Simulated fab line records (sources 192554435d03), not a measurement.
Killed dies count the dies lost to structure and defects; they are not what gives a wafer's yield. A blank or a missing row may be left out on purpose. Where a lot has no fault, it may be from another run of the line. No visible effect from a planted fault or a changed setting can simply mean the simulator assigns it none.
Matching of chambers | flow n5Finfet | 3 sister chambers for N5_BEOL_M3_ETCH_69 on rieDiel-04
The step etches SiARC in CF4, target depth 15.6 nm, time 26 s. 3 wafers are shown with their chamber, then 7 later ones without.

== EACH WAFER AND ITS CHAMBER ==
wafer  | chamber | throttleValvePct (%)
L081.6 | 1       | 15.58
L086.6 | 3       | 15.98
L091.1 | 0       | 15.99

== WAFERS WHOSE CHAMBER IS MISSING ==
wafer  | throttleValvePct (%)
L091.4 | 16.01
L091.5 | 15.64
L092.2 | 15.63
L092.4 | 16.01
L092.6 | 16.00
L096.1 | 16.00
L096.5 | 16.01

== EACH ONE'S CHAMBER ==
wafer  | from the rows above     | in truth
L091.4 | can't be placed: 0 or 3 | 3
L091.5 | 1                       | 1
L092.2 | 1                       | 1
L092.4 | can't be placed: 0 or 3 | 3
L092.6 | can't be placed: 0 or 3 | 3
L096.1 | can't be placed: 0 or 3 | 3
L096.5 | can't be placed: 0 or 3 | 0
2 of 7 placed correctly. Can't be placed from these rows: 5 (the true chamber is among the candidates in 5). Placed wrongly: 0.
How it was worked out, from the rows above alone: a wafer's distance from a chamber is the root of the sum, over the readings, of the square of ((its reading less the chamber's mean) divided by the reading's scatter). The wafer belongs to the nearest chamber; if the next one is less than 2 further off, it can't be placed. A chamber's mean is the mean of its shown wafers. The scatter: root of mean squared gap, hidden wafer to nearest shown wafer, with one shown wafer a chamber.
